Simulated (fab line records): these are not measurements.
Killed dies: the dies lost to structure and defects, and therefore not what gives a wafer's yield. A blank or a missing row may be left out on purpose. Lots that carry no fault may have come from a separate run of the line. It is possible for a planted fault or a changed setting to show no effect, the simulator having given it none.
Which tool is to blame? + flow nand-harc + 6 lots with 18 wafers sampled at 5 steps, on a route of 1159 steps

## WHAT EACH GAUGE READ, for each wafer
NHARC_END_SORT_01.
| lot  | measured     | on        | killed-at-array |
|------|--------------|-----------|-----------------|
| L693 | day 19 21:25 | prober-02 | 15 18 24        |
| L698 | day 21 01:28 | prober-02 | 24 23 32        |
| L701 | day 21 17:05 | prober-02 | 43 38 51        |
| L705 | day 22 06:01 | prober-01 | 13 20 17        |
| L713 | day 24 22:20 | prober-02 | 24 674 34       |
| L716 | day 25 03:30 | prober-01 | 22 21 15        |

## WHAT TOOL EACH LOT RAN ON (gives the tool, then ch and the chambers of the sampled wafers, and finally the start)
| lot  | NHARC_A_CONTACT_ETCH_116             | NHARC_A_CONTACT_ETCH_120             | NHARC_A_CONTACT_ETCH_123             | NHARC_A_CONTACT_ETCH_102           |
|------|--------------------------------------|--------------------------------------|--------------------------------------|------------------------------------|
| L693 | har-cap-etch-01 ch 0,1, day 16 08:53 | har-cap-etch-01 ch 0,1, day 16 09:16 | har-cap-etch-01 ch 0,1, day 16 09:34 | rie-diel-03 ch 1,2, day 16 10:37   |
| L698 | har-cap-etch-02 ch 0,1, day 18 01:23 | har-cap-etch-02 ch 0,1, day 18 01:45 | har-cap-etch-02 ch 0,1, day 18 02:01 | rie-diel-03 ch 0,2,3, day 18 03:08 |
| L701 | har-cap-etch-03 ch 0,1, day 18 07:23 | har-cap-etch-03 ch 0,1, day 18 07:45 | har-cap-etch-03 ch 0,1, day 18 08:02 | rie-diel-03 ch 0,1,3, day 18 09:09 |
| L705 | har-cap-etch-02 ch 1, day 19 07:51   | har-cap-etch-02 ch 1, day 19 08:13   | har-cap-etch-02 ch 1, day 19 08:31   | rie-diel-01 ch 1,3, day 19 09:43   |
| L713 | har-cap-etch-03 ch 0,1, day 21 12:06 | har-cap-etch-03 ch 0,1, day 21 12:28 | har-cap-etch-03 ch 0,1, day 21 12:52 | rie-diel-03 ch 0,1, day 21 13:52   |
| L716 | har-cap-etch-01 ch 0,1, day 22 05:18 | har-cap-etch-01 ch 0,1, day 22 05:40 | har-cap-etch-01 ch 0,1, day 22 06:01 | rie-diel-01 ch 0,2,3, day 22 07:01 |
- NHARC_A_CONTACT_ETCH_116: etches the open film in C4F8/O2/Ar, time 94 s, target depth 922 nm.
- NHARC_A_CONTACT_ETCH_120: etches the open film in C4F8/O2/Ar, time 94 s, target depth 922 nm.
- NHARC_A_CONTACT_ETCH_123: etches the open film in C4F8/O2/Ar, time 253 s, target depth 1090 nm.
- NHARC_A_CONTACT_ETCH_102: etches the open film in CF4/O2, target depth 70 nm, overetch 7 nm, time 38.5 s.

## THE ANSWER, worked out from the rows above alone
Rule: the lots themselves supply what counts as usual. The widest of any qualifying gaps counts: lots, ordered by their means at a reading, are off when they make up no more than a third of the lots, leave a main group of 4 or more, and stand apart from it by 3 or more times the standard deviation of that group's means. If all means in a main group match to the digits the tables above print for the reading, that group is not used. A lot without any number at a reading at which 4 lots or more have one is off too. The other lots that the step has rows for count as sound.
Off at NHARC_END_SORT_01 (killed-at-array): L713. Main group: mean 25, sd 10.
A tool fits if, at a process step before that reading, it ran every lot that is off, and no sound lot after the first of them. Gauges at NHARC_END_SORT_01: tried the same way as those tools. Can't be told from this: 3 tools fit, har-cap-etch-03 at NHARC_A_CONTACT_ETCH_116 and NHARC_A_CONTACT_ETCH_120 and NHARC_A_CONTACT_ETCH_123, rie-diel-03 at NHARC_A_CONTACT_ETCH_102, prober-02 at NHARC_END_SORT_01.

## WHAT THE SIMULATOR HAD PUT IN
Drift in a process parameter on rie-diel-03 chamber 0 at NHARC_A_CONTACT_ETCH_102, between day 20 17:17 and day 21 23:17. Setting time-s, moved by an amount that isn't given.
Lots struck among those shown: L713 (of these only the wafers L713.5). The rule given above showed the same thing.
